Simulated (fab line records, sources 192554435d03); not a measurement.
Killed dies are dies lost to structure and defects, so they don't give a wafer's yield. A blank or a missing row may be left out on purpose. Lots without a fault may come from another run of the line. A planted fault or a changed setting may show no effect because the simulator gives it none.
A struck lot beside a sound one | flow n5_finfet | 37 steps out of a route of 1938
Sound: wafers L412.3, L412.4, L412.6. Struck: wafer L405.5. (L405.2, L405.6 of the same lot were not struck and are left out.) The cause comes at the end.
At each step with rows: each side's tool, then ch and its chambers, then its first start. Under that, the readings that differ: sound wafers | struck wafers | difference of the means | sigmas: that difference in standard deviations of wafers without a fault.
alike: readings whose means differ by less than 2 such deviations, and words and numbers that are the same on both sides. not compared: withheld readings, readings that some wafer has no value for, bounds like >300 that may hide the same value, and numbers for which the record gives no deviation and whose values overlap.
The two part at a step that has a row with sigmas, a row that says differs or no value, or rows on one side only. Numbers that don't overlap but have no deviation are shown without sigmas and don't part them. A reading that every wafer of one side lacks parts them only if that side has two wafers or more.

first, 9 steps without rows for these wafers: N5_BEOL_M13_PRE_CLEAN_42 (time 30 s); N5_BEOL_M13_SPUTTER_43 (material TaN, target thk 15 nm, time 24.19 s); N5_BEOL_M13_SPUTTER_44 (material Ta, target thk 10 nm, time 16.13 s); N5_BEOL_M13_SPUTTER_45 (material Cu, target thk 80 nm, time 13.33 s); N5_BEOL_M13_ECD_47 (material Cu, target thk 936 nm); N5_BEOL_M13_ANNEAL_48 (time 90 s); N5_BEOL_M13_CMP_49 (polishes, stops on SiOC, t overpolish 17.1 s, target thk 420 nm); N5_BEOL_M13_PRE_CLEAN_52 (time 15 s); N5_BEOL_M13_DEP_53 (deposits SiCN from 3MS/NH3, target thk 50 nm, time 17.8 s).
N5_BEOL_M14_ILD_DEP_00: deposits SiO2 from TEOS/O2, target thk 1119.3 nm, time 237.4 s.
  sound on pecvd-02 ch 0,1, day 16 18:27; struck on pecvd-04 ch 2, day 15 06:32
  reading                                       | sound             | struck | difference | sigmas
  run_length_s (s)                              | 280.2 280.0 279.4 | 169.8  | -110.1     | -99 or more
  throttle_valve_pct (%)                        | 20.1 19.9 19.0    | 16.7   | -3.0       | -2
  model.SiO2_of_BEOL_M14_ILD_DEP_00.thk_nm (nm) | 1115 1137 1142    | 633    | -498       |
  alike: heater_power_w, showerhead_plenum_p_Torr
  not compared: rf_fwd_power_W, since_wet_clean_h
N5_BEOL_M14_THK_MEAS_01:
  sound on film_metro-01, day 16 18:38; struck on film_metro-01, day 15 06:44
  reading          | sound          | struck | difference | sigmas
  M14_ILD_THK (nm) | 1115 1136 1142 | 633    | -498       | -33
then, 10 steps without rows for these wafers: N5_BEOL_M14_COAT_58 (time 60 s, resist thk 89 nm); N5_BEOL_M14_COAT_04 (resist thk 800 nm); N5_BEOL_M14_EBR_06; N5_BEOL_M14_SOFTBAKE_05 (time 60 s); N5_BEOL_M14_EXPOSE_07 (exposes mask V13); N5_BEOL_M14_PEB_08 (peb time 90 s); N5_BEOL_M14_DEVELOP_09 (develop time 45 s); N5_BEOL_M14_HARDBAKE_14 (time 120 s); N5_BEOL_M14_DESCUM_15 (chemistry O2, time 7.9 s); N5_BEOL_M14_ETCH_59 (etches BARC in N2/H2, target depth 89 nm, overetch 26.7 nm, time 67.9 s).
N5_BEOL_M14_VIA_ETCH_16: etches SiO2 in C4F8/O2/Ar, target depth 1231.3 nm.
  sound on rie_diel-03 ch 0,1,3, day 16 19:07; struck on rie_diel-05 ch 2, day 15 07:20
  reading                                    | sound           | struck | difference | sigmas
  model.etch.depth_nm (nm)                   | 1115 1137 1142  | 633    | -498       |
  model.coat_of_BEOL_M14_COAT_04.thk_nm (nm) | 447.6 439 441.8 | 570.4  | +127.6     |
  alike: drypump_motor_current_A, mfc_ar_sccm, oes_product_au, rf_fwd_power_W, rf_vpp_V, showerhead_plenum_p_Torr, throttle_valve_pct
then, 13 steps without rows for these wafers: N5_BEOL_M14_STRIP_63 (strips in O2); N5_BEOL_M14_STRIP_64 (strips in O2); N5_BEOL_M14_STRIP_71 (strips in post etch residue remover, time 60 s); N5_BEOL_M14_SRD_72 (time 30 s, dry time 30 s); N5_BEOL_M14_COAT_65 (time 60 s, resist thk 450 nm); N5_BEOL_M14_COAT_66 (time 60 s, resist thk 110 nm); N5_BEOL_M14_COAT_22 (resist thk 300 nm); N5_BEOL_M14_EBR_24; N5_BEOL_M14_SOFTBAKE_23 (time 60 s); N5_BEOL_M14_EXPOSE_25 (exposes mask M14, target cd 280 nm); N5_BEOL_M14_PEB_26 (peb time 90 s); N5_BEOL_M14_DEVELOP_27 (develop time 45 s); N5_BEOL_M14_HARDBAKE_32 (time 120 s).
N5_BEOL_M14_CMP_49: polishes, stops on SiO2, t overpolish 5.2 s, target thk 560 nm.
  sound on cmp-03 ch 1,3, day 16 22:17; struck on cmp-04 ch 2, day 15 15:40
  reading                                       | sound          | struck | difference | sigmas
  model.SiO2_of_BEOL_M14_ILD_DEP_00.thk_nm (nm) | 1034 1056 1062 | 554    | -497       |
  alike: motor_current_A, platen_rpm
  not compared: pad_life_wafers
N5_PASSIVATION_PROBE_49:
  the record has rows for the struck wafers here (prober-02, day 16 16:29) and none for the sound ones

WHERE THEY PART
First at N5_BEOL_M14_ILD_DEP_00; last, within this record, at N5_PASSIVATION_PROBE_49.

WHY: what the simulator had put in
Process parameter drift: pecvd-04, from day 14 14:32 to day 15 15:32, at N5_BEOL_M14_ILD_DEP_00. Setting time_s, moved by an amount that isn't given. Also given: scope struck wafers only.
